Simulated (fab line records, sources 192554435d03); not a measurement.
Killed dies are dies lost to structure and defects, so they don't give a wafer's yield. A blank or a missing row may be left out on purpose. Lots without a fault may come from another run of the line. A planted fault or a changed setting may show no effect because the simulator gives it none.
fab line records | flow n5_finfet
record lots=7 wafers=21
route steps=1938 shown DUMMY_GATE@225 SD_EPI_N@263 ILD0@338 HKMG_FIN@390 GATE_CUT@484
start_h: hours from the record's first day to the start of the lot's first wafer shown | wait_h: hours since the lot's step before | " the same as in the row above | L1.1+2: a row that stands for several wafers | - no value, or no start given | * or withheld: withheld | < > ~ a bound
route shown NAME@n: a module of which the file shows steps, and the number in the route of the first | usual: mean/standard deviation of fault-free wafers | same: alike in all rows | chamber/n: place in a boat | sites: the reading at each site | _std_site: their standard deviation | _edge_site: outer sites' mean less inner sites' | radius_mm: how far each site lies from the wafer's centre | mask NAME#n: copy n | behind: the tool/chamber that last shaped the wafer | hold: why the lot was held/for how many hours/how that ended | device: the transistor (n, p or np) that didn't switch | end of line: the same wafers' tests at the end of the route | a step without rows: its recipe alone | killed: dies lost to structure and defects at the first sort, not the wafer's yield | map: a wafer's dies, x killed, . not, _ none there
set.NAME: the setting as run; set.NAME@STEP: as run at that earlier step | model.NAME: the simulator's own value behind a step, which no gauge read
lots whose settings were changed on purpose; a table a step, a row a wafer
## steps
# step N5_DUMMY_GATE_COAT_09
# recipe resist=CAR-EUV spin_rpm=1500 resist_thk_nm=30
# columns lot.wafer tool chamber start_h wait_h set.spin_rpm model.CAR-EUV_of_DUMMY_GATE_COAT_09.thk_nm
L076.1+6 litho_track-02 0 - - 1500 30.2
L076.3 " 0 " " 1614 29
L078.2+3+6 litho_track-05 0 - - 1500 30
L080.1+6 litho_track-01 0 - - 1500 30
L080.5 " 0 " " 1587 29.2
L085.1+2+4 litho_track-05 0 - - 1500 30
L086.1+6 litho_track-02 0 - - 1500 30
L086.4 " 0 " " 1500 30.2
L093.2+6 litho_track-01 0 - - 1500 30
L093.5 " 0 " " 1618 29
L094.1+6 litho_track-01 0 - - 1500 30
L094.4 " 0 " " 1500 30.2
# step N5_DUMMY_GATE_EBR_11
# recipe solvent=PGMEA ebr_width_mm=1.5
# step N5_DUMMY_GATE_SOFTBAKE_10
# recipe temp_c=110 time_s=60 resist=CAR-EUV
# step N5_DUMMY_GATE_EXPOSE_12
# recipe mask_id=GATE na=0.33 source_shape=annular sigma_inner=0.2 sigma_outer=0.6 polarization=unpolarized target_cd_nm=25 dose_mj=34
# step N5_DUMMY_GATE_PEB_13
# recipe peb_temp_c=100 peb_time_s=60 resist=CAR-EUV
# step N5_DUMMY_GATE_DEVELOP_14
# recipe develop_time_s=30 developer=TMAH resist=CAR-EUV rinse_liquid=surfactant_rinse dry=air_spin dev_temp_c=23
# columns lot.wafer tool chamber start_h wait_h set.spin_rpm@DUMMY_GATE_COAT_09 model.CAR-EUV_of_DUMMY_GATE_COAT_09.thk_nm
L076.1 litho_track-02 0 - - 1500 29.8
L076.3 " 0 " " 1614 28.6
L076.6 " 0 " " 1500 29.6
L078.2+3+6 litho_track-02 0 - - 1500 29.6
L080.1+6 litho_track-05 0 - - 1500 29.6
L080.5 " 0 " " 1587 28.6
L085.1+2+4 litho_track-01 0 - - 1500 29.6
L086.1+4+6 litho_track-02 0 - - 1500 29.6
L093.2+6 litho_track-01 0 - - 1500 29.6
L093.5 " 0 " " 1618 28.4
L094.1+4+6 litho_track-01 0 - - 1500 29.6
# step N5_DUMMY_GATE_DESCUM_20
# recipe chemistry=O2 time_s=6.2 source_power_w=50 bias_power_w=20 pressure_mtorr=20 rf_frequency_hz=2.712e+07 temp_c=40 resist=CAR-EUV o2_flow_sccm=225
# columns lot.wafer tool chamber start_h wait_h set.spin_rpm@DUMMY_GATE_COAT_09 model.CAR-EUV_of_DUMMY_GATE_COAT_09.thk_nm
L076.1+6 rie_diel-05 3,0 58.82 0.1 1500 26.6
L076.3 " 0 " " 1614 25.6
L078.2 rie_diel-04 1 70.17 0.0 1500 26.6
L078.3+6 " 2,1 " " 1500 26.4
L080.1+6 rie_diel-04 2,0 82.58 0.2 1500 26.4
L080.5 " 1 " " 1587 25.6
L085.1 rie_diel-05 2 115.41 0.0 1500 26.6
L085.2+4 " 3,0 " " 1500 26.4
L086.1+4+6 rie_diel-05 3,0,3 119.04 0.0 1500 26.6
L093.2+6 rie_diel-06 1 160.11 0.3 1500 26.4
L093.5 " 0 " " 1618 25.4
L094.1+4+6 rie_diel-05 2,1,3 170.42 0.0 1500 26.6
# step N5_DUMMY_GATE_ETCH_29
# recipe chemistry=N2/H2 target=underlayer target_depth_a=130 ion_energy_ev=200 pressure_mtorr=30 source_w=840 bias_w=150 n2_flow_sccm=200 h2_flow_sccm=200
# step N5_DUMMY_GATE_ETCH_36
# recipe chemistry=CF4 target=SiARC target_depth_a=130 pressure_mtorr=40 source_w=545 bias_w=36 Ar_flow_sccm=100 cf4_flow_sccm=100 ion_energy_ev=80
# step N5_DUMMY_GATE_ETCH_31
# recipe chemistry=C4F6/O2 target=SiO2 mask_material=SOC target_depth_a=825 time_s=27.5 ion_energy_ev=250 pressure_mtorr=30 source_w=345 bias_w=185 Ar_flow_sccm=300 C4F6_flow_sccm=10 O2_flow_sccm=10
# step N5_DUMMY_GATE_STRIP_41
# recipe chemistry=O2 power_w=400 temp_c=40 pressure_mtorr=30 rf_frequency_hz=6e+07 bias_power_w=0 overash_fraction=0.3 o2_flow_sccm=225
# step N5_DUMMY_GATE_HM_OPEN_21
# recipe chemistry=CH3F/O2 target=SiNx target_depth_a=1200 Ar_flow_sccm=150 CH3F_flow_sccm=30 O2_flow_sccm=23 time_s=171.4 pressure_mtorr=30 source_w=395 bias_w=73 ion_energy_ev=120.7
# columns lot.wafer tool chamber start_h wait_h set.time_s@DUMMY_GATE_PECVD_30 model.SiO2_of_DUMMY_GATE_PECVD_30.thk_nm
L076.1 rie_diel-05 3 59.66 0.0 10.8 44.8
L076.3 " 1 " " 10.8 44.4
L076.6 " 0 " " 10.8 45.8
L078.2 rie_diel-06 3 70.68 0.0 10.8 44.8
L078.3 " 2 " " 10.8 43.8
L078.6 " 0 " " 10.8 45.4
L080.1 rie_diel-04 2 83.09 0.0 10.8 44.6
L080.5 " 1 " " 9.528 39.2
L080.6 " 2 " " 10.8 45.4
L085.1 rie_diel-05 0 115.92 0.0 9.92 40.8
L085.2 " 2 " " 10.8 44.8
L085.4 " 3 " " 9.92 41.2
L086.1 rie_diel-05 2 119.55 0.0 10.8 43.6
L086.4 " 0 " " 10.8 45.4
L086.6 " 0 " " 10.8 44.6
L093.2 rie_diel-04 3 160.68 0.0 10.8 44.6
L093.5 " 3 " " 9.582 39.8
L093.6 " 1 " " 10.8 45.2
L094.1 rie_diel-06 1 171.26 0.0 10.8 44.6
L094.4 " 2 " " 10.8 45.8
L094.6 " 1 " " 10.8 45.6
# step N5_SD_EPI_N_COAT_33
# recipe resist=SiARC temp_c=220 time_s=60 spin_rpm=1500 resist_thk_nm=35
# columns lot.wafer tool chamber start_h wait_h set.spin_rpm model.SiARC_of_SD_EPI_N_COAT_33.thk_nm
L076.1 litho_track-03 0 - - 1436 35.8
L076.3 " 0 " " 1436 35.6
L076.6 " 0 " " 1500 35
L078.2+3+6 litho_track-03 0 - - 1500 35
L080.1 litho_track-02 0 - - 1500 35
L080.5 " 0 " " 1663 33.4
L080.6 " 0 " " 1663 33.2
L085.1+2+4 litho_track-02 0 - - 1500 35
L086.1 litho_track-03 0 - - 1500 35.2
L086.4 " 0 " " 1500 35
L086.6 " 0 " " 1385 36.6
L093.2 litho_track-03 0 - - 1500 35
L093.5+6 " 0 " " 1643 33.4
L094.1 litho_track-03 0 - - 1362 36.8
L094.4+6 " 0 " " 1500 35
# step N5_SD_EPI_N_DESCUM_14
# recipe chemistry=O2 time_s=7.9 source_power_w=50 bias_power_w=20 pressure_mtorr=20 rf_frequency_hz=2.712e+07 temp_c=40 resist=CAR-ArF-block o2_flow_sccm=225
# columns lot.wafer tool chamber start_h wait_h set.time_s
L076.1+3+6 rie_diel-03 2,3,0 61.61 0.1 7.9
L078.2+3+6 rie_diel-02 0,2,0 73.28 0.2 7.9
L080.1+5+6 rie_diel-01 3,0,3 84.82 0.0 7.9
L085.1 rie_diel-02 3 117.94 0.0 7.9
L085.2+4 " 0,1 " " 8.555
L086.1+4+6 rie_diel-02 3,0,1 121.59 0.5 7.9
L093.2+5+6 rie_diel-02 0,3,2 162.47 0.0 7.9
L094.1+4 rie_diel-03 3,2 173.05 0.0 7.9
L094.6 " 3 " " 9.23
# step N5_SD_EPI_N_ETCH_34
# recipe chemistry=CF4 target=SiARC target_depth_a=455 mask_material=CAR-ArF-block time_s=75.8 ion_energy_ev=80 pressure_mtorr=40 source_w=545 bias_w=36 Ar_flow_sccm=100 cf4_flow_sccm=100 ends=cleared
# columns lot.wafer tool chamber start_h wait_h set.spin_rpm@SD_EPI_N_COAT_33 model.etch.depth_nm
L076.1 rie_diel-03 2 61.65 0.0 1436 35.78
L076.3 " 3 " " 1436 35.69
L076.6 " 0 " " 1500 35.02
L078.2 rie_diel-02 0 73.32 0.0 1500 34.97
L078.3 " 2 " " 1500 35.1
L078.6 " 0 " " 1500 35.09
L080.1 rie_diel-01 3 84.86 0.0 1500 35.05
L080.5 " 0 " " 1663 33.35
L080.6 " 3 " " 1663 33.29
L085.1 rie_diel-02 3 117.97 0.0 1500 35.03
L085.2 " 0 " " 1500 35.01
L085.4 " 1 " " 1500 35.02
L086.1 rie_diel-02 3 121.63 0.0 1500 35.13
L086.4 " 0 " " 1500 34.99
L086.6 " 1 " " 1385 36.63
L093.2 rie_diel-02 0 162.50 0.0 1500 35.08
L093.5 " 3 " " 1643 33.41
L093.6 " 2 " " 1643 33.45
L094.1 rie_diel-03 3 173.08 0.0 1362 36.75
L094.4 " 2 " " 1500 34.99
L094.6 " 3 " " 1500 34.94
# step N5_SD_EPI_N_ETCH_35
# recipe chemistry=N2/H2 target=SOC overetch_a=1080 mask_material=SiARC temp_c=40 ion_energy_ev=100 source_w=3000 bias_w=133 pressure_mtorr=20 time_s=486 n2_flow_sccm=200 h2_flow_sccm=200
# step N5_SD_EPI_N_STRIP_36
# recipe chemistry=N2/H2 temp_c=40 n2_flow_sccm=200 h2_flow_sccm=200 rf_frequency_hz=6e+07
# step N5_SD_EPI_N_ETCHBACK_44
# recipe chemistry=CH3F/O2 mode=anisotropic_etchback target=SiNx target_depth_a=145 stop_on=SiO2 over_etch_frac=0.3 ion_energy_ev=120 pressure_mtorr=30 source_w=395 bias_w=73 Ar_flow_sccm=150 CH3F_flow_sccm=30 O2_flow_sccm=20
# columns lot.wafer tool chamber start_h wait_h set.spin_rpm@SD_EPI_N_COAT_33 model.SiARC_of_SD_EPI_N_COAT_33.thk_nm
L076.1 rie_diel-03 2 62.03 0.0 1436 16.4
L076.3 " 3 " " 1436 16.8
L076.6 " 0 " " 1500 16.6
L078.2 rie_diel-02 0 73.70 0.0 1500 15.4
L078.3 " 2 " " 1500 16.2
L078.6 " 0 " " 1500 15.6
L080.1 rie_diel-01 3 85.24 0.0 1500 15.6
L080.5 " 0 " " 1663 14.6
L080.6 " 3 " " 1663 13.8
L085.1 rie_diel-02 3 118.35 0.0 1500 15.8
L085.2+4 " 0,1 " " 1500 15.6
L086.1 rie_diel-02 3 122.01 0.0 1500 16.2
L086.4 " 0 " " 1500 15.6
L086.6 " 1 " " 1385 17.4
L093.2 rie_diel-02 0 162.88 0.0 1500 16
L093.5 " 3 " " 1643 14.6
L093.6 " 2 " " 1643 14.2
L094.1 rie_diel-03 3 173.47 0.0 1362 17.8
L094.4 " 2 " " 1500 15.6
L094.6 " 3 " " 1500 16
# step N5_ILD0_CMP_03
# recipe stop_on=SiNx t_overpolish_s=1.9 post_cmp_clean=alkaline_brush down_force_psi=4.1491 platen_rpm=51.796 pad_velocity_m_s=1.0306 target_thk_nm=197.38
# usual time_to_endpoint_s=68/3.2
# columns lot.wafer tool chamber start_h wait_h set.down_force_psi time_to_endpoint_s
L076.1 cmp-02 3 73.24 0.1 4.1491 69
L076.3 " 1 " " 4.1491 73
L076.6 " 3 " " 4.1491 69
L078.2 cmp-02 2 85.06 0.0 4.1491 72
L078.3 " 0 " " 4.1491 73
L078.6 " 3 " " 4.1491 68
L080.1 cmp-02 1 97.25 0.1 4.1491 71
L080.5 " 0 " " 4.1491 70
L080.6 " 1 " " 3.835 80
L085.4 cmp-01 3 129.28 0.0 3.678 75
L085.2 " 1 " " 3.678 76
L085.1 " 2 " " 4.1491 68
L086.1 cmp-03 1 133.05 0.0 3.842 72
L086.4 " 0 " " 4.1491 70
L086.6 " 1 " " 3.842 74
L093.2 cmp-02 1 175.59 0.0 4.1491 69
L093.5 " 1 " " 4.1491 67
L093.6 " 2 " " 3.677 76
L094.4 cmp-02 2 186.57 0.1 4.602 63
L094.1 " 3 " " 4.602 61
L094.6 " 1 " " 4.1491 71
# step N5_HKMG_FIN_COAT_41
# recipe resist=SOC temp_c=250 time_s=60 spin_rpm=1500 resist_thk_nm=300
# columns lot.wafer tool chamber start_h wait_h set.spin_rpm model.SOC_of_HKMG_FIN_COAT_41.thk_nm
L076.1 litho_track-03 0 84.33 - 1409 309.6
L076.3 " 0 " " 1500 299.8
L076.6 " 0 " " 1500 300
L078.2 litho_track-03 0 95.58 - 1500 299.8
L078.3+6 " 0 " " 1500 299
L080.1 litho_track-03 0 107.09 - 1500 300.2
L080.5 " 0 " " 1598 291.2
L080.6 " 0 " " 1500 299.6
L085.1 litho_track-05 0 139.39 - 1500 299.8
L085.2 " 0 " " 1428 306.6
L085.4 " 0 " " 1500 298.6
L086.1 litho_track-05 0 142.74 - 1500 299.4
L086.4 " 0 " " 1548 294.2
L086.6 " 0 " " 1548 294.6
L093.2 litho_track-03 0 186.31 - 1500 298.8
L093.5+6 " 0 " " 1500 299.8
L094.1+6 litho_track-05 0 196.39 - 1350 315.6
L094.4 " 0 " " 1500 299.8
# step N5_HKMG_FIN_COAT_42
# recipe resist=SiARC temp_c=220 time_s=60 spin_rpm=1500 resist_thk_nm=35
# step N5_HKMG_FIN_COAT_43
# recipe resist=CAR-ArF spin_rpm=1500 resist_thk_nm=90
# step N5_HKMG_FIN_STRIP_56
# recipe chemistry=N2/H2 temp_c=40 n2_flow_sccm=200 h2_flow_sccm=200 rf_frequency_hz=6e+07
# step N5_HKMG_FIN_STRIP_57
# recipe chemistry=CF4 resist=SiARC power_w=300 bias_power_w=75 pressure_mtorr=50 cf4_flow_sccm=150 rf_frequency_hz=6e+07
# step N5_HKMG_FIN_ETCH_58
# recipe chemistry=N2/H2 target=SOC target_depth_a=2158 ion_energy_ev=50 bias_w=13 time_s=741 pressure_mtorr=30 source_w=875 n2_flow_sccm=200 h2_flow_sccm=200
# columns lot.wafer tool chamber start_h wait_h set.spin_rpm@HKMG_FIN_COAT_41 model.SOC_of_HKMG_FIN_COAT_41.thk_nm
L076.1 rie_diel-02 3 85.08 0.0 1409 93.6
L076.3 " 2 " " 1500 87.4
L076.6 " 3 " " 1500 83.4
L078.2 rie_diel-03 0 96.40 0.0 1500 88
L078.3 " 3 " " 1500 83.6
L078.6 " 3 " " 1500 83.4
L080.1 rie_diel-02 3 107.72 0.0 1500 84.4
L080.5 " 3 " " 1598 77
L080.6 " 2 " " 1500 84.6
L085.1 rie_diel-01 3 140.43 0.0 1500 80.8
L085.2 " 2 " " 1428 90.2
L085.4 " 0 " " 1500 85.4
L086.1 rie_diel-01 0 143.60 0.0 1500 86.8
L086.4 " 2 " " 1548 77.6
L086.6 " 1 " " 1548 75.8
L093.2 rie_diel-03 2 187.07 0.0 1500 84
L093.5 " 2 " " 1500 84.2
L093.6 " 3 " " 1500 88.2
L094.1 rie_diel-01 1 197.03 0.0 1350 94.4
L094.4 " 3 " " 1500 83.4
L094.6 " 1 " " 1350 97.2
# step N5_HKMG_FIN_ETCH_35
# recipe chemistry=N2/H2 target=SOC target_depth_a=2158 ion_energy_ev=65 bias_w=5 source_w=3000 time_s=243.4 pressure_mtorr=30 n2_flow_sccm=200 h2_flow_sccm=200
# usual rf_vpp_V=141.7/1
# columns lot.wafer tool chamber start_h wait_h set.bias_w rf_vpp_V model.HKMG_FIN.feature_depth_nm model.etch.depth_nm model.SOC_of_HKMG_FIN_COAT_29.thk_nm
L076.1 rie_diel-01 3 88.45 0.0 5 142.4 220 220.1 81
L076.3 " 0 " " 5 141.8 214.2 214.2 85.2
L076.6 " 2 " " 5.769 156.1 230.8 230.7 68.8
L078.2 rie_diel-01 0 99.79 0.0 5 144.3 215.4 215.5 84.8
L078.3 " 3 " " 5 143.0 220 220 80.2
L078.6 " 1 " " 5 140.7 220.2 220.1 79.8
L080.1 rie_diel-01 1 111.26 0.0 5 141.3 221 221 77.2
L080.5 " 3 " " 4.224 129.5 206.6 206.5 92.4
L080.6 " 2 " " 5 142.3 219 219 81
L085.1 rie_diel-02 2 143.82 0.0 5 142.5 217 217 82.6
L085.2 " 3 " " 5.839 156.6 230.8 230.8 68.8
L085.4 " 1 " " 5 141.5 218.2 218.2 81
L086.1 rie_diel-01 1 148.20 0.0 5.586 149.8 230.4 230.5 69.2
L086.4 " 3 " " 5.586 154.8 229.8 229.9 69.6
L086.6 " 1 " " 5.586 150.7 231.6 231.5 67.4
L093.2 rie_diel-02 1 190.70 0.0 5 139.4 216.6 216.6 82.8
L093.5 " 3 " " 5 141.8 216 216 83.2
L093.6 " 0 " " 5 143.1 220.2 220.2 79.4
L094.1 rie_diel-01 1 200.40 0.0 5 140.5 220.2 220.1 79.2
L094.4 " 2 " " 5 141.7 217 217.1 83
L094.6 " 2 " " 5.519 150.7 227 227 73.6
# step N5_GATE_CUT_EXPOSE_10
# recipe mask_id=GATE_CUT na=0.33 source_shape=annular sigma_inner=0.35 sigma_outer=0.8 polarization=unpolarized target_cd_nm=20 dose_mj=43.25
# columns lot.wafer tool chamber start_h wait_h mask set.dose_mj
L076.1+3+6 euv_scanner-02 0 96.94 - GATE_CUT#0 43.25
L078.2+3+6 euv_scanner-02 0 107.77 - GATE_CUT#0 43.25
L080.1+5 euv_scanner-01 0 118.85 - GATE_CUT#0 45.91
L080.6 " 0 " " GATE_CUT#0 43.25
L085.1 euv_scanner-01 0 151.68 - GATE_CUT#0 43.25
L085.2+4 " 0 " " GATE_CUT#0 40.45
L086.1+4 euv_scanner-01 0 156.65 - GATE_CUT#0 41.47
L086.6 " 0 " " GATE_CUT#0 43.25
L093.2+6 euv_scanner-01 0 198.23 - GATE_CUT#0 43.25
L093.5 " 0 " " GATE_CUT#0 42.06
L094.1 euv_scanner-01 0 207.98 - GATE_CUT#0 43.25
L094.4+6 " 0 " " GATE_CUT#0 44.79
# step N5_GATE_CUT_PEB_11
# recipe peb_temp_c=100 peb_time_s=60 resist=CAR-EUV
# step N5_GATE_CUT_DEVELOP_12
# recipe develop_time_s=30 developer=TMAH resist=CAR-EUV rinse_liquid=surfactant_rinse dry=air_spin dev_temp_c=23
# step N5_GATE_CUT_CD_MEAS_13
# recipe target_cd_nm=20 landing_energy_ev=500 detector=se_inlens
# usual cd_nm=20.05/0.26
# columns lot.wafer tool chamber start_h wait_h set.dose_mj@GATE_CUT_EXPOSE_10 cd_nm
L076.1 cd_sem-03 0 97.07 - 43.25 20.49
L076.3 " 0 " " 43.25 20.66
L076.6 " 0 " " 43.25 19.55
L078.2 cd_sem-01 0 107.90 - 43.25 19.80
L078.3 " 0 " " 43.25 20.05
L078.6 " 0 " " 43.25 20.31
L080.1 cd_sem-03 0 118.98 - 45.91 21.29
L080.5 " 0 " " 45.91 21.38
L080.6 " 0 " " 43.25 20.26
L085.1 cd_sem-01 0 151.81 - 43.25 19.95
L085.2 " 0 " " 40.45 18.65
L085.4 " 0 " " 40.45 18.53
L086.1 cd_sem-01 0 156.79 - 41.47 18.84
L086.4 " 0 " " 41.47 19.27
L086.6 " 0 " " 43.25 20.28
L093.2 cd_sem-01 0 198.36 - 43.25 20.49
L093.5 " 0 " " 42.06 19.02
L093.6 " 0 " " 43.25 20.36
L094.1 cd_sem-01 0 208.12 - 43.25 20.01
L094.4 " 0 " " 44.79 20.80
L094.6 " 0 " " 44.79 21.08
## key
split step=N5_DUMMY_GATE_COAT_09 setting=spin_rpm stated=1500 by=wafer
response step=N5_DUMMY_GATE_COAT_09 reading=model.CAR-EUV_of_DUMMY_GATE_COAT_09.thk_nm change=-0.141 per=1% r=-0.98
response step=N5_DUMMY_GATE_DEVELOP_14 reading=model.CAR-EUV_of_DUMMY_GATE_COAT_09.thk_nm change=-0.154 per=1% r=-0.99
response step=N5_DUMMY_GATE_DESCUM_20 reading=model.CAR-EUV_of_DUMMY_GATE_COAT_09.thk_nm change=-0.131 per=1% r=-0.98
split step=N5_SD_EPI_N_COAT_33 setting=spin_rpm stated=1500 by=wafer
response step=N5_SD_EPI_N_COAT_33 reading=model.SiARC_of_SD_EPI_N_COAT_33.thk_nm change=-0.175 per=1% r=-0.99
response step=N5_SD_EPI_N_ETCH_34 reading=model.etch.depth_nm change=-0.178 per=1% r=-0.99
response step=N5_SD_EPI_N_ETCHBACK_44 reading=model.SiARC_of_SD_EPI_N_COAT_33.thk_nm change=-0.163 per=1% r=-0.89
split step=N5_SD_EPI_N_DESCUM_14 setting=time_s stated=7.9 by=wafer
response none clear
split step=N5_ILD0_CMP_03 setting=down_force_psi stated=4.1491 by=wafer
response step=N5_ILD0_CMP_03 reading=time_to_endpoint_s change=* per=1% r=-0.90
split step=N5_HKMG_FIN_COAT_41 setting=spin_rpm stated=1500 by=wafer
response step=N5_HKMG_FIN_COAT_41 reading=model.SOC_of_HKMG_FIN_COAT_41.thk_nm change=-1.53 per=1% r=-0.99
response step=N5_HKMG_FIN_ETCH_58 reading=model.SOC_of_HKMG_FIN_COAT_41.thk_nm change=-1.36 per=1% r=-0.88
split step=N5_HKMG_FIN_ETCH_35 setting=bias_w stated=5 by=wafer
response step=N5_HKMG_FIN_ETCH_35 reading=rf_vpp_V change=+0.868 per=1% r=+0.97
response step=N5_HKMG_FIN_ETCH_35 reading=model.HKMG_FIN.feature_depth_nm change=+0.839 per=1% r=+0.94
response step=N5_HKMG_FIN_ETCH_35 reading=model.etch.depth_nm change=+0.839 per=1% r=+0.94
response step=N5_HKMG_FIN_ETCH_35 reading=model.SOC_of_HKMG_FIN_COAT_29.thk_nm change=-0.833 per=1% r=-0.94
split step=N5_GATE_CUT_EXPOSE_10 setting=dose_mj stated=43.25 by=wafer
response step=N5_GATE_CUT_CD_MEAS_13 reading=cd_nm change=+0.236 per=1% r=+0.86
split outside_this_file step=N5_DUMMY_GATE_PECVD_30 setting=time_s
# split outside_this_file: this setting was split too, and the file shows its column; the key of that split is in another file
